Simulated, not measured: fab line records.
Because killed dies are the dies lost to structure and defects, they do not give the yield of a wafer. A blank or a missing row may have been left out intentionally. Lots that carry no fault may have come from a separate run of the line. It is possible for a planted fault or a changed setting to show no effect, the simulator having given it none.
fab line records ; flow nand_harc
[record] lots = 12; wafers = 36; last_day = 24
route steps=1159 shown A_CONTACT@860 END@1159
lots that met no fault: from a run of the same line without faults
start_h: hours from the record's first day to the start of the lot's first wafer shown ; wait_h: how many hours have passed since the lot's step before this one ; " repeats the value in the row above ; L1.1+2: a single row standing in for several wafers ; - no value, or no start given ; * or withheld: withheld ; < > ~ a bound
route shown NAME@n: names a module that has steps shown in the file, with the first one's number in the route ; usual: average and standard deviation across the fault-free wafers ; same: alike in all rows ; chamber/n: place in a boat ; sites: readings site by site ; _std_site: how widely they spread, as a standard deviation ; _edge_site: outer sites' mean less inner sites' ; radius_mm: how far each site lies from the wafer's centre ; mask NAME#n: copy n ; behind: tool/chamber where the wafer was last shaped ; hold: the reason the lot was held/the length of the hold in hours/how it ended ; device: the transistor (n, p or np) that didn't switch ; end of line: at the end of the route, the tests of the same wafers ; a step without rows: its recipe alone ; killed: count of dies lost to structure and defects at first sort (not the wafer's yield) ; map: the dies of a wafer, with x for killed, . for not killed, _ for no die there
set.NAME: the setting the step ran with; set.NAME@STEP: the setting that earlier step ran with ; model.NAME: the simulator's own value behind a step, which no gauge read
steps of the route over a sample of lots; a table a step, a row a wafer
services: a tool's chamber out of use, with start hour (start_h, from the record's first day; less than 0 if before it), hours out, and reason
[[steps]]
[step NHARC_A_CONTACT_ETCH_50]
[recipe] target_depth_a = 847; time_s = 42.4; cf4_flow_sccm = 100; chf3_flow_sccm = 30; ar_flow_sccm = 0; rf_w = 500; bias_w = 200; chemistry = CF4/CHF3
[usual] cf4_flow_sccm = 100.00/0.27; drypump_motor_current_A = 5.9/0.39; oes_product_au = 0.950/0.022; rf_vpp_V = 371.2/2.3; showerhead_plenum_p_Torr = 1.60/0.065; throttle_valve_pct = 16.803/0.0096
lot.wafer;tool;chamber;start_h;wait_h;cf4_flow_sccm;drypump_motor_current_A;oes_product_au;rf_hours_counter_h;rf_vpp_V;showerhead_plenum_p_Torr;throttle_valve_pct
L566.3;rie_diel-11;0;-;-;100.16;6.0;0.930;58;372.2;1.60;16.814
L566.1;rie_diel-11;1;-;-;99.87;6.1;0.935;55;370.8;1.62;16.800
L566.2;rie_diel-11;2;-;-;100.11;5.8;0.920;57;370.5;1.56;16.799
L567.1;rie_diel-05;2;-;-;100.21;6.2;0.972;3;372.5;1.62;16.806
L567.4;rie_diel-05;3;-;-;100.11;5.9;0.961;4;371.9;1.66;16.792
L567.3;rie_diel-05;0;-;-;100.02;6.3;0.984;3;372.4;1.64;16.811
L568.3;rie_diel-08;0;-;-;100.12;6.2;0.929;25;373.2;1.62;16.795
L568.6;rie_diel-08;1;-;-;99.46;5.6;0.938;-;365.7;1.47;16.796
L568.5;rie_diel-08;2;-;-;99.89;5.3;0.921;-;374.7;1.68;16.794
L569.2;rie_diel-05;1;-;-;99.80;5.3;0.933;5;372.8;1.65;16.787
L569.6;rie_diel-05;0;-;-;99.90;6.4;0.925;-;373.5;1.64;16.804
L569.5;rie_diel-05;1;-;-;100.04;5.3;0.929;-;372.9;1.65;16.801
L574.3;rie_diel-05;2;-;-;100.08;6.2;0.980;14;371.9;1.62;16.812
L574.4;rie_diel-05;0;-;-;100.15;6.3;0.956;14;372.0;1.64;16.790
L574.2;rie_diel-05;1;-;-;99.67;5.3;0.969;14;374.0;1.65;16.787
L575.1;rie_diel-08;2;-;-;100.23;5.3;0.924;43;372.9;1.67;16.808
L575.4;rie_diel-08;0;-;-;100.03;6.2;0.929;42;373.0;1.62;16.812
L575.2;rie_diel-08;1;-;-;99.81;5.6;0.932;42;367.0;1.47;16.825
L576.2;rie_diel-05;0;-;-;100.16;6.3;0.966;17;372.1;1.63;16.810
L576.5;rie_diel-05;2;-;-;100.46;6.2;0.961;-;371.3;1.62;16.821
L576.4;rie_diel-05;1;-;-;100.26;5.3;0.961;-;371.7;1.65;16.787
L577.1;rie_diel-05;0;-;-;99.86;6.3;0.974;18;372.6;1.63;16.800
L577.3;rie_diel-05;2;-;-;99.89;6.2;0.978;18;374.1;1.62;16.806
L577.6;rie_diel-05;0;-;-;99.93;6.3;0.967;-;370.7;1.63;16.793
L588.3;rie_diel-08;0;-;-;99.69;6.2;0.938;5;371.7;1.61;16.809
L588.4;rie_diel-08;1;-;-;99.69;5.6;0.929;5;374.8;1.70;16.817
L588.1;rie_diel-08;2;-;-;100.61;5.3;0.945;6;375.0;1.67;16.800
L583.3;rie_diel-05;2;-;-;100.00;6.2;0.935;28;372.0;1.61;16.810
L583.4;rie_diel-05;0;-;-;99.85;6.3;0.936;-;372.8;1.63;16.810
L583.5;rie_diel-05;2;-;-;100.07;6.2;0.938;-;372.3;1.61;16.812
L589.3;rie_diel-05;2;-;-;100.23;6.2;0.962;29;371.0;1.61;16.812
L589.1;rie_diel-05;0;-;-;99.90;6.3;0.962;31;373.2;1.63;16.811
L589.4;rie_diel-05;0;-;-;99.90;6.3;0.959;-;373.5;1.63;16.793
L587.4;rie_diel-11;3;-;-;99.37;6.5;0.930;47;366.3;1.46;16.819
L587.1;rie_diel-11;2;-;-;100.22;5.8;0.923;48;370.5;1.55;16.801
L587.6;rie_diel-11;0;-;-;100.36;6.0;0.929;-;373.6;1.59;16.798
[step NHARC_A_CONTACT_ETCH_113]
[recipe] source_w = withheld; pressure_mtorr = 20; bias_v = 3000; time_s = 94; target_depth_a = 9220; ar_flow_sccm = withheld; c4f8_flow_sccm = withheld; o2_flow_sccm = withheld; chemistry = C4F8/O2/Ar
lot.wafer;tool;chamber;start_h;wait_h;rf_hours_counter_h
L566.1;har_cap_etch-01;0;356.95;0.1;53
L566.2;har_cap_etch-01;1;356.95;0.1;53
L566.3;har_cap_etch-01;1;356.95;0.1;-
L567.1;har_cap_etch-01;0;369.58;0.1;55
L567.4;har_cap_etch-01;0;369.58;0.1;-
L567.3;har_cap_etch-01;1;369.58;0.1;-
L568.3;har_cap_etch-03;1;375.24;0.1;-
L568.6;har_cap_etch-03;0;375.24;0.1;-
L568.5;har_cap_etch-03;1;375.24;0.1;-
L569.2;har_cap_etch-01;1;375.47;0.1;57
L569.5;har_cap_etch-01;0;375.47;0.1;-
L569.6;har_cap_etch-01;1;375.47;0.1;-
L574.2;har_cap_etch-03;0;427.28;0.1;91
L574.3;har_cap_etch-03;1;427.28;0.1;-
L574.4;har_cap_etch-03;0;427.28;0.1;-
L575.1;har_cap_etch-01;0;427.85;0.1;66
L575.2;har_cap_etch-01;1;427.85;0.1;66
L575.4;har_cap_etch-01;1;427.85;0.1;-
L576.2;har_cap_etch-02;1;438.57;0.1;19
L576.4;har_cap_etch-02;1;438.57;0.1;-
L576.5;har_cap_etch-02;1;438.57;0.1;-
L577.1;har_cap_etch-01;1;442.56;0.1;68
L577.3;har_cap_etch-01;1;442.56;0.1;-
L577.6;har_cap_etch-01;1;442.56;0.1;-
L588.1;har_cap_etch-01;0;498.84;0.1;77
L588.4;har_cap_etch-01;0;498.84;0.1;-
L588.3;har_cap_etch-01;1;498.84;0.1;-
L583.4;har_cap_etch-03;0;499.13;0.1;-
L583.3;har_cap_etch-03;1;499.13;0.1;-
L583.5;har_cap_etch-03;0;499.13;0.1;-
L589.1;har_cap_etch-03;0;502.96;0.1;105
L589.3;har_cap_etch-03;1;502.96;0.1;-
L589.4;har_cap_etch-03;0;502.96;0.1;-
L587.1;har_cap_etch-01;0;509.57;0.1;79
L587.4;har_cap_etch-01;0;509.57;0.1;-
L587.6;har_cap_etch-01;1;509.57;0.1;-
[step NHARC_A_CONTACT_ETCH_117]
[recipe] source_w = withheld; pressure_mtorr = 20; bias_v = 3000; time_s = 94; target_depth_a = 9220; ar_flow_sccm = withheld; c4f8_flow_sccm = withheld; o2_flow_sccm = withheld; chemistry = C4F8/O2/Ar
lot.wafer;tool;chamber;start_h;wait_h;rf_hours_counter_h
L566.1;har_cap_etch-01;0;357.31;0.1;53
L566.2;har_cap_etch-01;1;357.31;0.1;53
L566.3;har_cap_etch-01;1;357.31;0.1;-
L567.1;har_cap_etch-01;0;369.94;0.1;56
L567.4;har_cap_etch-01;0;369.94;0.1;-
L567.3;har_cap_etch-01;1;369.94;0.1;-
L568.3;har_cap_etch-03;1;375.61;0.1;-
L568.6;har_cap_etch-03;0;375.61;0.1;-
L568.5;har_cap_etch-03;1;375.61;0.1;-
L569.2;har_cap_etch-01;1;375.84;0.1;58
L569.5;har_cap_etch-01;0;375.84;0.1;-
L569.6;har_cap_etch-01;1;375.84;0.1;-
L574.2;har_cap_etch-03;0;427.64;0.1;91
L574.3;har_cap_etch-03;1;427.64;0.1;-
L574.4;har_cap_etch-03;0;427.64;0.1;-
L575.1;har_cap_etch-01;0;428.22;0.1;66
L575.2;har_cap_etch-01;1;428.22;0.1;66
L575.4;har_cap_etch-01;1;428.22;0.1;-
L576.2;har_cap_etch-02;1;438.93;0.1;19
L576.4;har_cap_etch-02;1;438.93;0.1;-
L576.5;har_cap_etch-02;1;438.93;0.1;-
L577.1;har_cap_etch-01;1;442.92;0.1;69
L577.3;har_cap_etch-01;1;442.92;0.1;-
L577.6;har_cap_etch-01;1;442.92;0.1;-
L588.1;har_cap_etch-01;0;499.33;0.1;78
L588.4;har_cap_etch-01;0;499.33;0.1;-
L588.3;har_cap_etch-01;1;499.33;0.1;-
L583.4;har_cap_etch-03;0;499.49;0.1;-
L583.3;har_cap_etch-03;1;499.49;0.1;-
L583.5;har_cap_etch-03;0;499.49;0.1;-
L589.1;har_cap_etch-03;0;503.32;0.1;106
L589.3;har_cap_etch-03;1;503.32;0.1;-
L589.4;har_cap_etch-03;0;503.32;0.1;-
L587.1;har_cap_etch-01;0;510.05;0.1;80
L587.4;har_cap_etch-01;0;510.05;0.1;-
L587.6;har_cap_etch-01;1;510.05;0.1;-
[step NHARC_A_CONTACT_ETCH_90]
[recipe] target_depth_a = 400; over_etch_frac = 0.5; time_s = 85.7; ion_energy_ev = 120; ch3f_flow_sccm = 50; o2_flow_sccm = 30; ar_flow_sccm = 200; rf_w = 500; bias_w = 100; chemistry = CH3F/O2
[usual] drypump_motor_current_A = 5.9/0.41; oes_product_au = 0.95/0.036; rf_vpp_V = 244.9/1.8; showerhead_plenum_p_Torr = 2.50/0.1; throttle_valve_pct = 20.663/0.0093
lot.wafer;tool;chamber;start_h;wait_h;drypump_motor_current_A;oes_product_au;rf_hours_counter_h;rf_vpp_V;showerhead_plenum_p_Torr;throttle_valve_pct
L566.1;rie_diel-05;3;358.45;0.5;5.9;1.00;2;244.9;2.59;20.662
L566.3;rie_diel-05;1;358.45;0.5;5.3;1.00;1;246.6;2.59;20.665
L566.2;rie_diel-05;2;358.45;0.5;6.3;1.00;1;246.1;2.53;20.650
L567.4;rie_diel-08;3;371.09;0.4;5.5;0.99;22;242.5;2.37;20.656
L567.1;rie_diel-08;1;371.09;0.4;5.6;1.00;21;241.1;2.29;20.652
L567.3;rie_diel-08;2;371.09;0.4;5.3;0.98;26;245.2;2.62;20.669
L568.3;rie_diel-08;3;376.76;0.4;5.4;0.92;24;243.5;2.36;20.674
L568.6;rie_diel-08;0;376.76;0.4;6.2;0.92;-;244.4;2.54;20.660
L568.5;rie_diel-08;1;376.76;0.4;5.6;0.93;-;239.8;2.29;20.660
L569.2;rie_diel-08;1;377.01;0.5;5.6;0.94;26;241.8;2.29;20.667
L569.5;rie_diel-08;2;377.01;0.5;5.3;0.92;-;248.0;2.62;20.660
L569.6;rie_diel-08;3;377.01;0.5;5.4;0.93;-;241.7;2.36;20.668
L574.2;rie_diel-05;0;428.78;0.5;6.3;0.93;15;245.1;2.56;20.637
L574.3;rie_diel-05;1;428.78;0.5;5.3;0.75;14;245.2;2.58;20.665
L574.4;rie_diel-05;2;428.78;0.5;6.2;0.74;15;245.1;2.53;20.662
L575.1;rie_diel-08;1;429.38;0.6;5.6;0.92;43;241.2;2.29;20.659
L575.2;rie_diel-08;2;429.38;0.6;5.4;0.92;45;245.5;2.61;20.656
L575.4;rie_diel-08;3;429.38;0.6;5.5;0.92;40;243.8;2.36;20.678
L576.2;rie_diel-05;2;440.08;0.5;6.2;0.94;18;244.9;2.53;20.659
L576.4;rie_diel-05;3;440.08;0.5;5.9;0.80;16;246.9;2.59;20.655
L576.5;rie_diel-05;1;440.08;0.5;5.3;0.93;-;247.1;2.58;20.653
L577.3;rie_diel-05;0;444.05;0.4;6.3;0.75;19;246.9;2.56;20.656
L577.1;rie_diel-05;1;444.05;0.4;5.3;0.92;18;244.6;2.58;20.663
L577.6;rie_diel-05;1;444.05;0.4;5.3;0.75;-;245.7;2.58;20.666
L583.3;rie_diel-08;3;500.61;0.4;5.5;1.00;7;242.2;2.35;20.662
L583.4;rie_diel-08;2;500.61;0.4;5.3;1.00;7;245.3;2.61;20.671
L583.5;rie_diel-08;0;500.61;0.4;6.2;0.99;-;244.9;2.52;20.665
L588.1;rie_diel-05;1;500.77;0.6;5.3;1.02;29;245.6;2.58;20.654
L588.3;rie_diel-05;2;500.77;0.6;6.2;1.01;29;245.3;2.52;20.655
L588.4;rie_diel-05;0;500.77;0.6;6.4;1.00;-;247.0;2.55;20.662
L589.1;rie_diel-05;2;504.48;0.5;6.2;0.93;30;246.2;2.52;20.648
L589.3;rie_diel-05;0;504.48;0.5;6.3;0.92;32;246.6;2.55;20.657
L589.4;rie_diel-05;1;504.48;0.5;5.3;0.92;-;246.0;2.58;20.676
L587.1;rie_diel-05;0;511.46;0.6;6.3;1.00;34;245.7;2.55;20.665
L587.4;rie_diel-05;0;511.46;0.6;6.3;1.00;-;244.7;2.55;20.656
L587.6;rie_diel-05;1;511.46;0.6;5.3;1.01;-;245.6;2.58;20.665
[step NHARC_END_SORT_01]
[recipe] temp_c = 25
[usual] killed_at_array = 27/10; killed_at_other = 0.6/1; killed_at_periphery = 3.4/2.7; killed_dies = 31/9.7; killed_open = 3.4/1.7; killed_short = 2.2/1.5
[same] gross_dies = 677
lot.wafer;tool;chamber;start_h;wait_h;killed_at_array;killed_at_other;killed_at_periphery;killed_dies;killed_open;killed_short
L569.2;prober-02;0;451.22;2.8;31;0;3;34;5;3
L569.5;prober-02;0;453.66;3.7;25;0;1;26;1;1
L569.6;prober-02;0;454.47;4.1;25;0;4;29;3;1
L576.2;prober-01;0;511.18;2.8;11;3;4;18;2;2
L576.4;prober-01;0;512.79;3.4;12;4;5;21;3;3
L576.5;prober-01;0;513.59;3.7;18;0;6;24;7;2
// killed by level:class
L569.2 A_CHANNEL_HOLE_D1:chamber_film_flake=14 A_CONTACT:chamber_film_flake=6 A_STAIRCASE:chamber_film_flake=4 A_CHANNEL_FILL_D1:geometric_particle:open=3 P_M1:geometric_particle:short=2 A_SLIT:chamber_film_flake=2 P_CONTACT:geometric_particle:open=1 A_WL_FILL:geometric_particle:short=1
L569.5 A_CONTACT:chamber_film_flake=7 A_CHANNEL_HOLE_D1:chamber_film_flake=6 A_STAIRCASE:chamber_film_flake=6 A_SLIT:chamber_film_flake=2 A_STAIRCASE:geometric_particle:short=1 A_CONTACT:geometric_particle:open=1 P_GATE:chamber_film_flake=1 A_ZERO_WELL:chamber_film_flake=1
L569.6 A_CHANNEL_HOLE_D1:chamber_film_flake=8 A_CONTACT:chamber_film_flake=8 A_STAIRCASE:chamber_film_flake=5 P_ZERO_WELL:chamber_film_flake=2 P_STI:geometric_particle:open=1 A_CONTACT:geometric_particle:open=1 A_CONTACT:geometric_particle:short=1 A_M0:geometric_particle:open=1
L576.2 A_CHANNEL_HOLE_D1:chamber_film_flake=4 P_ZERO_WELL:chamber_film_flake=3 A_CONTACT:chamber_film_flake=2 THIN_TSV:chamber_film_flake=2 P_CONTACT:geometric_particle:open=1 A_CHANNEL_FILL_D1:geometric_particle:short=1 A_BLC:geometric_particle:short=1 STARTING-WAFER:geometric_particle:open=1
L576.4 A_CHANNEL_HOLE_D1:chamber_film_flake=4 THIN_TSV:chamber_film_flake=4 P_ZERO_WELL:chamber_film_flake=2 P_M2:chamber_film_flake=2 A_CONTACT:chamber_film_flake=2 P_M2:geometric_particle:open=1 A_ONON_D1:geometric_particle:short=1 A_SGD_CUT:geometric_particle:short=1
L576.5 A_CHANNEL_HOLE_D1:chamber_film_flake=5 A_CONTACT:chamber_film_flake=4 P_CONTACT:geometric_particle:open=3 A_ONON_D1:geometric_particle:open=2 A_CHANNEL_FILL_D1:chamber_film_flake=2 A_ONON_D1:geometric_particle:short=1 A_WL_FILL:geometric_particle:short=1 A_CONTACT:geometric_particle:open=1
[[services]]
tool;chamber;start_h;hours;kind
rie_diel-05;-;340.62;9.0;pm
rie_diel-05;0;340.62;9.0;vent_cycle
rie_diel-05;1;340.62;9.0;vent_cycle
rie_diel-05;2;340.62;9.0;vent_cycle
rie_diel-05;3;340.62;9.0;vent_cycle
rie_diel-08;0;341.33;3.9;repair
rie_diel-08;1;343.02;7.6;repair
rie_diel-08;3;343.92;6.9;repair
rie_diel-05;0;349.62;-;clean
rie_diel-05;1;349.62;-;clean
rie_diel-05;2;349.62;-;clean
rie_diel-05;3;349.62;-;clean
rie_diel-11;-;366.51;9.0;pm
rie_diel-05;0;374.12;-;clean
rie_diel-05;1;374.12;-;clean
rie_diel-05;2;374.12;-;clean
rie_diel-05;3;374.12;-;clean
rie_diel-08;2;418.57;3.9;repair
rie_diel-05;3;433.93;4.6;repair
rie_diel-08;2;440.89;3.3;repair
rie_diel-08;-;479.31;9.0;pm
har_cap_etch-01;-;481.07;0.2;repair
rie_diel-05;3;497.47;16.2;repair
har_cap_etch-02;-;509.96;0.2;repair
[[key]]
[first_sign] step = NHARC_A_CONTACT_ETCH_90; reading = oes_product_au; direction = down; sigmas = 5.5; usual = 0.95; struck = 0.75
effect none on later readings
met_at NHARC_A_CONTACT_ETCH_90
struck_lots L574,L576,L577
struck_wafers L574.3,L574.4,L576.4,L577.3,L577.6
tester_left_out L574,L576,L577
not_acting_at NHARC_A_CONTACT_ETCH_50,NHARC_A_CONTACT_ETCH_113,NHARC_A_CONTACT_ETCH_117
onset_between 358.45 428.78
[fault] kind = process_parameter_drift; tool = rie_diel-05; chamber = -; onset_h = 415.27; steps = NHARC_A_CONTACT_ETCH_90; channel = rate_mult; offset = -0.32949; shape = step; end_h = 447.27; scope = struck_wafers_only
// tester_left_out: of these lots the tester's yield and bins aren't shown, on N5 and GAA mostly nor the transistor test; their killed dies are dies lost to structure and defects alone, not to doping, threshold or leakage, so they don't give the yield
